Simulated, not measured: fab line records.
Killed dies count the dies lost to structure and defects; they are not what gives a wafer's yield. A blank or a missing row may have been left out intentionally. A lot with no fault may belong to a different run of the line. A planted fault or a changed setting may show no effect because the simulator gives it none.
fab line records	flow n5-finfet	part 1 of 2: steps 1 to 19 of 28
record: lots: 5	wafers: 15	last-day: 17
route steps=1938 shown SD_EPI_N@293 SD_EPI_P@295
lots that met no fault: taken from a fault-free run of the same line
start-h: the number of hours between the record's first day and the start of the first shown wafer of the lot	wait-h: hours from the lot's prior step to this one	" same as the row above	L1.1+2: a row that stands for several wafers	- no value, or no start given	* or withheld: withheld	< > ~ a bound
route shown NAME@n: names a module that has steps shown in the file, with the first one's number in the route	usual: mean/standard deviation taken from wafers without a fault	same: alike in all rows	chamber/n: place in a boat	sites: the reading at each site	_std_site: standard deviation of those values	_edge_site: mean of outer sites minus mean of inner sites	radius-mm: how far each site lies from the wafer's centre	mask NAME#n: copy n	behind: the last tool/chamber to shape the wafer	hold: the reason the lot was held/the length of the hold in hours/how it ended	device: whichever transistor did not switch (one of n, p or np)	end of line: the route-end tests of the same wafers	a step given without rows: its recipe and nothing more	killed: the dies lost at the first sort to structure and to defects; this is not the yield of the wafer	map: a wafer's dies, marking killed ones x, the rest . and places with no die _
set.NAME: the setting as run; set.NAME@STEP: as run at that earlier step	model.NAME: the simulator's own value behind a step, which no gauge read
lots at selected steps of the route; one table per step, one row per wafer
services: a tool's chamber out of use, with start hour (start-h, from the record's first day; less than 0 if before it), hours out, and reason
== steps ==
step: N5_SD_EPI_N_LINER_46
recipe: material: SiNx	target-thk-a: 30	temp-c: 400	ald-precursor-family: SiH2I2	ald-co-reactant: N2/H2-plasma	pressure-torr: 2
usual: chamber-pressure-Torr: 2.000/0.0042	heater-power-w: 832/74
lot.wafer	tool	chamber	start-h	wait-h	chamber-pressure-Torr	heater-power-w
L087.1	ald-sin-03	3	132.45	0.2	1.999	732
L087.2	"	2	"	"	1.999	948
L087.3	"	0	"	"	2.000	829
L088.1	ald-sin-01	2	139.10	0.2	1.996	722
L088.2	"	3	"	"	1.994	765
L088.4	"	0	"	"	1.993	739
L089.2	ald-sin-02	2	144.21	0.1	2.006	828
L089.5	"	0	"	"	2.005	793
L089.6	"	1	"	"	1.991	901
L091.1	ald-sin-02	3	155.65	0.7	1.998	822
L091.4	"	2	"	"	2.009	817
L091.6	"	0	"	"	2.001	811
L097.1	ald-sin-03	0	190.85	0.2	2.000	863
L097.2	"	3	"	"	2.004	742
L097.5	"	1	"	"	2.000	913
step: N5_SD_EPI_N_INSPECT_26
recipe: inspect-instrument: darkfield	mode: post-epi
usual: raw-defect-count: 217/41
lot.wafer	tool	chamber	start-h	wait-h	raw-defect-count
L087.1	defect-inspect-02	-	132.70	0.1	222
L087.2	"	-	"	"	151
L087.3	"	-	"	"	253
L088.1	defect-inspect-02	-	139.35	0.1	279
L088.2	"	-	"	"	254
L088.4	"	-	"	"	264
L089.2	defect-inspect-01	-	144.46	0.1	183
L089.5	"	-	"	"	216
L089.6	"	-	"	"	215
L091.1	defect-inspect-02	-	155.90	0.1	185
L091.4	"	-	"	"	181
L091.6	"	-	"	"	252
L097.1	defect-inspect-01	-	191.10	0.1	175
L097.2	"	-	"	"	140
L097.5	"	-	"	"	198
step: N5_SD_EPI_P_COAT_34
recipe: resist: SOC	temp-c: 250	time-s: 60	spin-rpm: 1500	resist-thk-nm: 350
usual: plate-temp-C: 250.01/0.17
lot.wafer	tool	chamber	start-h	wait-h	plate-temp-C
L087.1	litho-track-03	0	132.73	0.0	250.25
L087.2	"	0	"	"	250.17
L087.3	"	0	"	"	250.19
L088.1	litho-track-01	0	139.39	0.0	250.24
L088.2	"	0	"	"	250.20
L088.4	"	0	"	"	250.18
L089.2	litho-track-01	0	144.49	0.0	250.38
L089.5	"	0	"	"	250.02
L089.6	"	0	"	"	250.13
L091.1	litho-track-04	0	155.93	0.0	249.98
L091.4	"	0	"	"	250.09
L091.6	"	0	"	"	249.85
L097.1	litho-track-04	0	191.13	0.0	249.96
L097.2	"	0	"	"	249.92
L097.5	"	0	"	"	249.88
step: N5_SD_EPI_P_COAT_35
recipe: resist: SiARC	temp-c: 220	time-s: 60	spin-rpm: 1500	resist-thk-nm: 35
usual: plate-temp-C: 220.03/0.17
lot.wafer	tool	chamber	start-h	wait-h	plate-temp-C
L087.1	litho-track-03	0	-	-	220.04
L087.2	"	0	"	"	220.17
L087.3	"	0	"	"	220.10
L088.1	litho-track-01	0	-	-	220.17
L088.2	"	0	"	"	220.05
L088.4	"	0	"	"	220.14
L089.2	litho-track-01	0	-	-	219.98
L089.5	"	0	"	"	219.73
L089.6	"	0	"	"	219.97
L091.1	litho-track-04	0	-	-	219.97
L091.4	"	0	"	"	219.96
L091.6	"	0	"	"	219.99
L097.1	litho-track-04	0	-	-	219.87
L097.2	"	0	"	"	220.19
L097.5	"	0	"	"	220.39
step: N5_SD_EPI_P_COAT_03
recipe: resist: CAR-ArF-block	spin-rpm: 1500	resist-thk-nm: 150
lot.wafer	tool	chamber	start-h	wait-h
L087.1+2+3	litho-track-03	0	-	-
L088.1+2+4	litho-track-01	0	-	-
L089.2+5+6	litho-track-01	0	-	-
L091.1+4+6	litho-track-04	0	-	-
L097.1+2+5	litho-track-04	0	-	-
step: N5_SD_EPI_P_EBR_05
recipe: solvent: PGMEA	ebr-width-mm: 1.5
lot.wafer	tool	chamber	start-h	wait-h
L087.1+2+3	litho-track-03	0	-	-
L088.1+2+4	litho-track-01	0	-	-
L089.2+5+6	litho-track-01	0	-	-
L091.1+4+6	litho-track-04	0	-	-
L097.1+2+5	litho-track-04	0	-	-
step: N5_SD_EPI_P_SOFTBAKE_04
recipe: temp-c: 110	time-s: 60	resist: CAR-ArF-block
usual: plate-temp-C: 109.99/0.11
lot.wafer	tool	chamber	start-h	wait-h	plate-temp-C
L087.1	litho-track-03	0	-	-	109.95
L087.2	"	0	"	"	109.99
L087.3	"	0	"	"	110.06
L088.1	litho-track-01	0	-	-	110.02
L088.2	"	0	"	"	109.96
L088.4	"	0	"	"	109.82
L089.2	litho-track-01	0	-	-	110.18
L089.5	"	0	"	"	110.00
L089.6	"	0	"	"	110.09
L091.1	litho-track-04	0	-	-	109.78
L091.4	"	0	"	"	109.98
L091.6	"	0	"	"	109.85
L097.1	litho-track-04	0	-	-	110.04
L097.2	"	0	"	"	110.09
L097.5	"	0	"	"	109.91
step: N5_SD_EPI_P_EXPOSE_06
recipe: mask-id: SD_P_BLK	na: 1.35	source-shape: conventional	sigma-outer: 0.8	polarization: unpolarized	target-cd-nm: 240	dose-mj: 39.5
same: na: 1.35
lot.wafer	tool	chamber	start-h	wait-h	mask
L087.1+2+3	arfi-scanner-03	0	132.85	-	SD_P_BLK#0
L088.1+2+4	arfi-scanner-02	0	139.63	-	SD_P_BLK#0
L089.2+5+6	arfi-scanner-02	0	144.62	-	SD_P_BLK#0
L091.1+4+6	arfi-scanner-03	0	156.17	-	SD_P_BLK#0
L097.1+2+5	arfi-scanner-01	0	191.25	-	SD_P_BLK#0
step: N5_SD_EPI_P_PEB_07
recipe: peb-temp-c: 110	peb-time-s: 60	resist: CAR-ArF-block
usual: plate-temp-C: 109.99/0.16
lot.wafer	tool	chamber	start-h	wait-h	plate-temp-C
L087.1	litho-track-03	0	132.90	0.1	109.87
L087.2	"	0	"	"	109.98
L087.3	"	0	"	"	110.01
L088.1	litho-track-04	0	139.69	0.1	110.05
L088.2	"	0	"	"	110.01
L088.4	"	0	"	"	110.01
L089.2	litho-track-01	0	144.67	0.0	109.76
L089.5	"	0	"	"	109.95
L089.6	"	0	"	"	110.03
L091.1	litho-track-01	0	156.23	0.1	110.14
L091.4	"	0	"	"	110.27
L091.6	"	0	"	"	110.25
L097.1	litho-track-04	0	191.31	0.1	110.14
L097.2	"	0	"	"	110.12
L097.5	"	0	"	"	109.90
step: N5_SD_EPI_P_DEVELOP_08
recipe: develop-time-s: 30	developer: TMAH	resist: CAR-ArF-block	dev-temp-c: 23	rinse-liquid: diw	dry: air-spin
lot.wafer	tool	chamber	start-h	wait-h
L087.1+2+3	litho-track-03	0	-	-
L088.1+2+4	litho-track-04	0	-	-
L089.2+5+6	litho-track-01	0	-	-
L091.1+4+6	litho-track-01	0	-	-
L097.1+2+5	litho-track-04	0	-	-
step: N5_SD_EPI_P_CD_MEAS_09
recipe: target-cd-nm: 240	landing-energy-ev: 500	detector: se-inlens
usual: cd-nm: 240.1/0.87
lot.wafer	tool	chamber	start-h	wait-h	cd-nm
L087.1	cd-sem-01	0	132.97	-	239.9
L087.2	"	0	"	"	240.4
L087.3	"	0	"	"	239.3
L088.1	cd-sem-02	0	139.75	-	239.7
L088.2	"	0	"	"	241.2
L088.4	"	0	"	"	241.3
L089.2	cd-sem-01	0	144.74	-	239.7
L089.5	"	0	"	"	239.0
L089.6	"	0	"	"	239.6
L091.1	cd-sem-01	0	156.30	-	239.0
L091.4	"	0	"	"	238.9
L091.6	"	0	"	"	238.2
L097.1	cd-sem-01	0	191.38	-	240.1
L097.2	"	0	"	"	239.7
L097.5	"	0	"	"	239.1
step: N5_SD_EPI_P_OVL_MEAS_10
recipe: points-per-wafer: 44
usual: SD_P_BLK_OVL: -0.5/0.82
lot.wafer	tool	chamber	start-h	wait-h	SD_P_BLK_OVL[nm]
L087.1	overlay-02	0	133.00	0.0	0.1
L087.2	"	0	"	"	0.4
L087.3	"	0	"	"	0.3
L088.1	overlay-01	0	139.78	0.0	-1.0
L088.2	"	0	"	"	-2.7
L088.4	"	0	"	"	-2.0
L089.2	overlay-01	0	144.77	0.0	-0.6
L089.5	"	0	"	"	0.1
L089.6	"	0	"	"	-0.6
L091.1	overlay-01	0	156.33	0.0	-0.8
L091.4	"	0	"	"	0.6
L091.6	"	0	"	"	-0.4
L097.1	overlay-02	0	191.41	0.0	-0.7
L097.2	"	0	"	"	-0.3
L097.5	"	0	"	"	-0.5
step: N5_SD_EPI_P_INSPECT_11
recipe: mode: adi	inspect-instrument: macro
usual: raw-defect-count: 2.0/1.3
lot.wafer	tool	chamber	start-h	wait-h	raw-defect-count
L087.1	defect-inspect-01	-	133.03	0.0	3
L087.2	"	-	"	"	0
L087.3	"	-	"	"	1
L088.1	defect-inspect-02	-	139.81	0.0	0
L088.2	"	-	"	"	2
L088.4	"	-	"	"	1
L089.2	defect-inspect-01	-	144.79	0.0	4
L089.5	"	-	"	"	3
L089.6	"	-	"	"	4
L091.1	defect-inspect-01	-	156.35	0.0	0
L091.4	"	-	"	"	3
L091.6	"	-	"	"	1
L097.1	defect-inspect-02	-	191.43	0.0	2
L097.2	"	-	"	"	2
L097.5	"	-	"	"	2
step: N5_SD_EPI_P_DESCUM_14
recipe: chemistry: O2	time-s: 7.9	source-power-w: 50	bias-power-w: 20	pressure-mtorr: 20	rf-frequency-hz: 2.712e+07	temp-c: 40	resist: CAR-ArF-block	o2-flow-sccm: 225
usual: drypump-motor-current-A: 5.6/0.52	oes-product-au: 0.78/0.068	rf-vpp-V: 243.5/1.7	showerhead-plenum-p-Torr: 2.11/0.09	throttle-valve-pct: 20.46/0.23
lot.wafer	tool	chamber	start-h	wait-h	drypump-motor-current-A	oes-product-au	rf-hours-counter-h	rf-vpp-V	showerhead-plenum-p-Torr	throttle-valve-pct
L087.1	rie-diel-03	0	133.39	0.4	5.3	0.75	165	242.8	2.08	20.66
L087.2	"	3	"	"	5.8	0.79	94	245.5	2.20	20.46
L087.3	"	1	"	"	5.2	0.75	142	243.8	2.10	20.69
L088.1	rie-diel-01	0	140.12	0.3	6.2	0.71	177	243.2	2.18	20.55
L088.2	"	3	"	"	5.2	0.78	145	242.7	2.09	20.60
L088.4	"	1	"	"	5.8	0.87	31	245.1	2.23	20.64
L089.2	rie-diel-03	1	144.82	0.0	5.2	0.75	145	244.1	2.10	20.71
L089.5	"	0	"	"	5.3	0.74	-	242.8	2.08	20.64
L089.6	"	3	"	"	5.9	0.79	-	245.2	2.19	20.48
L091.1	rie-diel-01	0	156.39	0.0	6.1	0.72	182	244.6	2.17	20.58
L091.4	"	1	"	"	5.8	0.86	36	245.4	2.23	20.65
L091.6	"	2	"	"	4.8	0.95	-	246.9	2.22	20.30
L097.1	rie-diel-01	0	191.46	0.0	6.2	0.69	191	243.3	2.17	20.56
L097.2	"	2	"	"	4.8	0.93	21	245.2	2.22	20.30
L097.5	"	3	"	"	5.2	0.76	-	243.5	2.08	20.61
step: N5_SD_EPI_P_ETCH_36
recipe: chemistry: CF4	target: SiARC	target-depth-a: 455	mask-material: CAR-ArF-block	time-s: 75.8	ion-energy-ev: 80	pressure-mtorr: 40	source-w: 545	bias-w: 36	Ar_flow_sccm: 100	cf4-flow-sccm: 100	ends: cleared
usual: bias-w: 36.00/0.11	drypump-motor-current-A: 5.6/0.52	etch-rf-on-time-s: 76.1/1.6	mfc-ar-sccm: 100.01/0.3	oes-product-au: 0.67/0.058	rf-vpp-V: 184.3/1.3	showerhead-plenum-p-Torr: 2.17/0.087	throttle-valve-pct: 15.65/0.2
lot.wafer	tool	chamber	start-h	wait-h	bias-w	drypump-motor-current-A	etch-rf-on-time-s	mfc-ar-sccm	oes-product-au	rf-hours-counter-h	rf-vpp-V	showerhead-plenum-p-Torr	throttle-valve-pct
L087.1	rie-diel-03	0	133.42	0.0	36.12	5.3	75.0	100.06	0.64	165	184.4	2.15	15.93
L087.2	"	3	"	"	36.16	5.8	76.5	100.35	0.66	94	184.2	2.24	15.60
L087.3	"	1	"	"	35.89	5.2	75.9	100.49	0.63	142	183.7	2.15	15.80
L088.1	rie-diel-01	0	140.16	0.0	36.20	6.2	76.8	100.03	0.62	177	185.2	2.22	15.77
L088.2	"	3	"	"	36.13	5.2	73.2	99.81	0.66	145	184.3	2.14	15.79
L088.4	"	1	"	"	35.96	5.8	76.4	99.76	0.75	31	185.6	2.26	15.68
L089.2	rie-diel-03	1	144.86	0.0	36.02	5.2	76.3	100.35	0.63	145	185.7	2.15	15.81
L089.5	"	0	"	"	35.80	5.3	74.8	100.16	0.64	-	184.9	2.15	15.96
L089.6	"	3	"	"	36.09	5.8	76.8	100.03	0.66	-	184.9	2.24	15.62
L091.1	rie-diel-01	0	156.42	0.0	36.04	6.1	76.9	99.83	0.61	182	183.2	2.22	15.77
L091.4	"	1	"	"	35.90	5.8	75.4	100.62	0.74	36	185.4	2.26	15.69
L091.6	"	2	"	"	36.10	4.8	73.1	99.86	0.82	-	184.7	2.26	15.40
L097.1	rie-diel-01	0	191.50	0.0	36.05	6.2	77.2	99.83	0.60	191	184.8	2.22	15.78
L097.2	"	2	"	"	36.03	4.8	72.9	100.02	0.80	21	185.3	2.26	15.43
L097.5	"	3	"	"	36.18	5.2	73.2	100.13	0.65	-	183.8	2.13	15.80
step: N5_SD_EPI_P_ETCH_37
recipe: chemistry: N2/H2	target: SOC	overetch-a: 1080	mask-material: SiARC	temp-c: 40	ion-energy-ev: 100	source-w: 3000	bias-w: 133	pressure-mtorr: 20	time-s: 486	n2-flow-sccm: 200	h2-flow-sccm: 200	ends: end-point
usual: bias-w: 133.0/0.39	drypump-motor-current-A: 5.6/0.52	h2-flow-sccm: 200.0/0.65	oes-product-au: 0.70/0.057	rf-vpp-V: 240.9/1.7	showerhead-plenum-p-Torr: 2.57/0.12	throttle-valve-pct: 23.87/0.28
lot.wafer	tool	chamber	start-h	wait-h	bias-w	drypump-motor-current-A	h2-flow-sccm	oes-product-au	rf-hours-counter-h	rf-vpp-V	showerhead-plenum-p-Torr	throttle-valve-pct
L087.1	rie-diel-03	0	133.48	0.0	133.7	5.3	200.1	0.68	165	239.5	2.52	23.78
L087.2	"	3	"	"	133.4	5.9	199.4	0.70	94	244.4	2.68	23.90
L087.3	"	1	"	"	133.6	5.3	200.4	0.66	142	241.9	2.53	24.15
L088.1	rie-diel-01	0	140.21	0.0	132.9	6.2	200.6	0.65	177	241.5	2.65	24.04
L088.2	"	3	"	"	133.7	5.2	200.9	0.68	146	240.5	2.54	24.00
L088.4	"	1	"	"	132.4	5.8	200.5	0.78	31	241.4	2.71	24.23
L089.2	rie-diel-03	1	144.91	0.0	132.6	5.2	199.2	0.67	145	241.6	2.53	24.16
L089.5	"	0	"	"	133.2	5.3	200.1	0.67	-	240.3	2.52	23.78
L089.6	"	3	"	"	133.6	5.8	199.9	0.70	-	242.2	2.67	23.92
L091.1	rie-diel-01	0	156.48	0.0	133.1	6.1	201.0	0.65	182	241.0	2.64	24.05
L091.4	"	1	"	"	133.3	5.8	200.4	0.78	36	241.2	2.71	24.26
L091.6	"	2	"	"	133.4	4.8	200.0	0.84	-	242.1	2.71	23.75
L097.1	rie-diel-01	0	191.56	0.0	133.0	6.2	199.0	0.64	191	243.1	2.64	24.07
L097.2	"	2	"	"	133.4	4.8	199.8	0.82	21	242.8	2.70	23.77
L097.5	"	3	"	"	132.9	5.2	200.0	0.67	-	238.7	2.53	24.02
step: N5_SD_EPI_P_STRIP_38
recipe: chemistry: N2/H2	temp-c: 40	n2-flow-sccm: 200	h2-flow-sccm: 200	rf-frequency-hz: 6e+07
lot.wafer	tool	chamber	start-h	wait-h
L087.1+2+3	rie-diel-03	0,3,1	133.79	0.2
L088.1+2+4	rie-diel-01	0,3,1	140.53	0.2
L089.2+5+6	rie-diel-03	1,0,3	145.23	0.2
L091.1+4+6	rie-diel-01	0,1,2	156.79	0.2
L097.1+2+5	rie-diel-01	0,2,3	191.87	0.2
step: N5_SD_EPI_P_ETCHBACK_46
recipe: chemistry: CH3F/O2	mode: anisotropic-etchback	target: SiNx	target-depth-a: 175	stop-on: SiO2	over-etch-frac: 0.3	ion-energy-ev: 120	pressure-mtorr: 30	source-w: 395	bias-w: 73	Ar_flow_sccm: 150	CH3F_flow_sccm: 30	O2_flow_sccm: 20
usual: bias-w: 73.00/0.22	drypump-motor-current-A: 5.6/0.52	mfc-ar-sccm: 150.0/0.52	oes_o_777_au: 0.78/0.064	oes-product-au: 0.67/0.055	rf-vpp-V: 296/5.8	showerhead-plenum-p-Torr: 2.03/0.084	throttle-valve-pct: 16.41/0.19
lot.wafer	tool	chamber	start-h	wait-h	bias-w	drypump-motor-current-A	mfc-ar-sccm	oes_o_777_au	oes-product-au	rf-hours-counter-h	rf-vpp-V	showerhead-plenum-p-Torr	throttle-valve-pct
L087.1	rie-diel-03	0	133.80	0.0	73.13	5.3	149.8	0.76	0.64	165	287	2.00	16.63
L087.2	"	3	"	"	73.29	5.8	150.5	0.78	0.67	94	305	2.10	16.36
L087.3	"	1	"	"	73.15	5.2	149.9	0.75	0.64	142	286	2.01	16.59
L088.1	rie-diel-01	0	140.54	0.0	73.16	6.2	149.4	0.72	0.62	177	295	2.07	16.45
L088.2	"	3	"	"	72.76	5.2	150.3	0.78	0.66	146	294	2.01	16.61
L088.4	"	1	"	"	73.22	5.8	149.8	0.88	0.75	31	301	2.11	16.37
L089.2	rie-diel-03	1	145.24	0.0	73.61	5.2	149.0	0.75	0.64	145	286	2.01	16.59
L089.5	"	0	"	"	73.20	5.3	150.8	0.76	0.64	-	289	2.00	16.64
L089.6	"	3	"	"	73.01	5.8	150.6	0.77	0.67	-	304	2.10	16.37
L091.1	rie-diel-01	0	156.80	0.0	72.79	6.2	150.3	0.71	0.62	182	297	2.07	16.46
L091.4	"	1	"	"	72.87	5.8	150.4	0.87	0.74	36	299	2.11	16.39
L091.6	"	2	"	"	72.79	4.8	149.5	0.95	0.81	-	295	2.13	16.19
L097.1	rie-diel-01	0	191.88	0.0	73.06	6.1	150.5	0.70	0.61	192	295	2.07	16.47
L097.2	"	2	"	"	73.01	4.8	150.7	0.92	0.77	21	293	2.13	16.24
L097.5	"	3	"	"	72.79	5.2	149.6	0.78	0.64	-	293	2.01	16.62
step: N5_SD_EPI_P_ETCH_47
recipe: chemistry: CH3F/O2	target: SiOCN	target-depth-a: 250	mask-material: SOC	ion-energy-ev: 60	bias-w: 29	pressure-mtorr: 30	source-w: 410	Ar_flow_sccm: 150	CH3F_flow_sccm: 30	O2_flow_sccm: 20
usual: bias-w: 28.99/0.091	drypump-motor-current-A: 5.6/0.52	mfc-ar-sccm: 150.0/0.43	oes_o_777_au: 0.78/0.063	oes-product-au: 0.78/0.067	rf-vpp-V: 127.0/2.4	showerhead-plenum-p-Torr: 2.03/0.084	throttle-valve-pct: 16.39/0.19
lot.wafer	tool	chamber	start-h	wait-h	bias-w	drypump-motor-current-A	mfc-ar-sccm	oes_o_777_au	oes-product-au	rf-hours-counter-h	rf-vpp-V	showerhead-plenum-p-Torr	throttle-valve-pct
L087.1	rie-diel-03	0	133.90	0.1	29.03	5.3	149.5	0.76	0.75	165	125.2	2.00	16.60
L087.2	"	3	"	"	29.06	5.8	149.7	0.78	0.79	95	129.8	2.10	16.35
L087.3	"	1	"	"	29.02	5.2	150.1	0.76	0.75	142	123.5	2.01	16.56
L088.1	rie-diel-01	0	140.64	0.1	29.04	6.2	150.2	0.71	0.72	177	126.4	2.07	16.40
L088.2	"	3	"	"	28.97	5.2	150.2	0.79	0.77	146	126.6	2.01	16.60
L088.4	"	1	"	"	28.95	5.8	149.9	0.88	0.87	31	127.2	2.11	16.31
L089.2	rie-diel-03	1	145.34	0.1	28.83	5.2	149.6	0.74	0.74	145	122.0	2.01	16.57
L089.5	"	0	"	"	29.04	5.3	150.1	0.76	0.74	-	123.9	2.00	16.62
L089.6	"	3	"	"	29.10	5.8	150.0	0.77	0.78	-	129.7	2.10	16.37
L091.1	rie-diel-01	0	156.90	0.1	29.08	6.2	149.7	0.71	0.71	182	127.0	2.07	16.42
L091.4	"	1	"	"	28.96	5.8	150.4	0.88	0.86	36	128.6	2.10	16.35
L091.6	"	2	"	"	28.94	4.8	150.2	0.95	0.95	-	127.3	2.13	16.19
L097.1	rie-diel-01	0	191.98	0.1	28.94	6.1	150.3	0.71	0.71	192	126.8	2.07	16.44
L097.2	"	2	"	"	29.08	4.8	150.0	0.92	0.92	21	123.7	2.13	16.19
L097.5	"	3	"	"	29.02	5.2	149.8	0.77	0.76	-	126.5	2.01	16.60
